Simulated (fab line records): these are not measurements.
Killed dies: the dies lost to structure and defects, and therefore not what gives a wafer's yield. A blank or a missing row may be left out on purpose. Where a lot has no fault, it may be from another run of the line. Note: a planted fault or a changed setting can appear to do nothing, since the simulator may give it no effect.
Split-lot trial	flow n5_finfet	39 wafers read across 7 lots, on a route 1938 steps long

## THE SPLIT ITSELF
At N5_HKMG_FIN_ETCH_35 (etches SOC in N2/H2, target depth 215.8 nm, time 243.4 s), the setting source_w was moved away from the recipe's 3000 W on 9 of the 39 wafers read, by -17.0% to +6.0%. This setting was run at the recipe's value on the other wafers.

The reading comes from the split's own step.

## THE READING
rf_vpp_V, in V, at N5_HKMG_FIN_ETCH_35 (etches SOC in N2/H2, target depth 215.8 nm, time 243.4 s). Typical for fault-free wafers on this fab line: 141.7 V, with standard deviation 1 V.

wafer	tool, chamber at the split	source_w as run, W	against the recipe	rf_vpp_V, V	against lot-mates on the recipe
L078.1	rie_diel-03, 3	3000	recipe	142.3	-
L078.2	rie_diel-03, 0	3000	recipe	143.3	-
L078.3	rie_diel-03, 1	3000	recipe	142.7	-
L078.4	rie_diel-03, 2	3000	recipe	140.3	-
L078.5	rie_diel-03, 3	3000	recipe	141.7	-
L078.6	rie_diel-03, 2	3000	recipe	140.9	-
L084.1	rie_diel-03, 0	3000	recipe	140.7	-
L084.2	rie_diel-03, 2	2819	-6.0%	144.3	+2.0
L084.3	rie_diel-03, 3	3000	recipe	143.5	-
L084.4	rie_diel-03, 1	3000	recipe	142.7	-
L084.5	rie_diel-03, 0	2819	-6.0%	145.2	+2.9
L084.6	rie_diel-03, 3	2819	-6.0%	146.0	+3.7
L085.1	rie_diel-06, 1	3180	+6.0%	137.8	-2.4
L085.2	rie_diel-06, 3	3000	recipe	139.9	-
L085.3	rie_diel-06, 2	3180	+6.0%	139.5	-0.7
L085.4	rie_diel-06, 0	3000	recipe	140.0	-
L085.5	rie_diel-06, 1	3180	+6.0%	138.2	-2.0
L085.6	rie_diel-06, 2	3000	recipe	140.6	-
L089.1	rie_diel-06, 0	3000	recipe	140.8	-
L089.2	rie_diel-06, 3	3000	recipe	141.1	-
L089.3	rie_diel-06, 2	3000	recipe	141.6	-
L089.4	rie_diel-06, 1	3000	recipe	142.5	-
L089.5	rie_diel-06, 2	3000	recipe	142.2	-
L089.6	rie_diel-06, 1	3000	recipe	143.6	-
L090.1	rie_diel-05, 3	3000	recipe	142.4	-
L090.2	rie_diel-05, 0	3000	recipe	142.3	-
L090.3	rie_diel-05, 2	3000	recipe	142.5	-
L090.4	rie_diel-05, 0	3000	recipe	144.1	-
L090.5	rie_diel-05, 2	3000	recipe	141.9	-
L090.6	rie_diel-05, 3	3000	recipe	141.2	-
L091.1	rie_diel-05, 2	2490	-17.0%	152.2	+10.3
L091.2	rie_diel-05, 3	3000	recipe	143.2	-
L091.3	rie_diel-05, 0	2490	-17.0%	151.9	+10.0
L091.4	rie_diel-05, 3	3000	recipe	140.5	-
L091.5	rie_diel-05, 0	2490	-17.0%	152.4	+10.5
L091.6	rie_diel-05, 2	3000	recipe	142.0	-
L092.1	rie_diel-03, 1	3000	recipe	142.4	-
L092.3	rie_diel-03, 0	3000	recipe	142.2	-
L092.6	rie_diel-03, 0	3000	recipe	140.6	-

FIT RESULTS
A straight line over all 39 wafers: rf_vpp_V changes by -0.596 V for each +1% of source_w; r = -0.95; the points scatter about the line by 1.1 V.
The same after taking each lot's own level away (the mean of its wafers on the recipe; 39 wafers): -0.551 V for each +1%; r = -0.94; scatter 1 V.
That fit puts the effect of the largest move of source_w on the reading at 9.4 V.
The lots' own levels span 140.17 to 142.40 V, that is 2.2 times the standard deviation above.
So the lot-to-lot level changes the slope little: the two slopes agree.
Check: for one of the wafers moved furthest among these (-17.0%), held out of the fit, the line's prediction against its lot-mates is +9.24 V. It came out at +10.3 V against them.
Tool readings at the split's step, against how far the setting was moved: rf_vpp_V r = -0.95.

## THESE WAFERS: OTHER SPLITS
Note: prior to the reading, these wafers also went through further splits. Each is held against what the fit with the lots' levels taken away leaves over:
other split on the same wafers	wafers away from the commonest value	r with rf_vpp_V (lot level and that fit taken away)
N5_WELL_APT_IMPLANT_31 energy_kev	12	+0.03
N5_PMOS_HMC_CHANNEL_EPI_FIN_RECESS_16 time_s	12	-0.06
N5_DUMMY_GATE_ETCH_37 source_w	6	+0.01
N5_SD_EPI_P_ETCH_16 target_depth_a	9	+0.21
N5_HKMG_FIN_EXPOSE_09 dose_mj	9	-0.06

## THE WHOLE CHAIN: every reading that the file lists as answering this split, in the file's order
step	what it does	reading	change (the file's fit)	r (the file's)
N5_HKMG_FIN_ETCH_35	etches SOC in N2/H2, target depth 215.8 nm, time 243.4 s	rf_vpp_V	-0.558 V for each +1% of the setting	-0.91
N5_HKMG_FIN_ETCH_35	etches SOC in N2/H2, target depth 215.8 nm, time 243.4 s	HKMG_FIN.feature_depth_nm (the simulator's own value, which no gauge read)	+1.94 nm for each +1% of the setting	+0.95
N5_HKMG_FIN_ETCH_35	etches SOC in N2/H2, target depth 215.8 nm, time 243.4 s	SOC_of_HKMG_FIN_COAT_29.thk_nm (the simulator's own value, which no gauge read)	-1.98 nm for each +1% of the setting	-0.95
N5_HKMG_FIN_ETCH_35	etches SOC in N2/H2, target depth 215.8 nm, time 243.4 s	etch.depth_nm (the simulator's own value, which no gauge read)	+1.94 nm for each +1% of the setting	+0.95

## THE FILE'S OWN FIT
rf_vpp_V changes by -0.558 V for each +1% of source_w, r = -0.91.
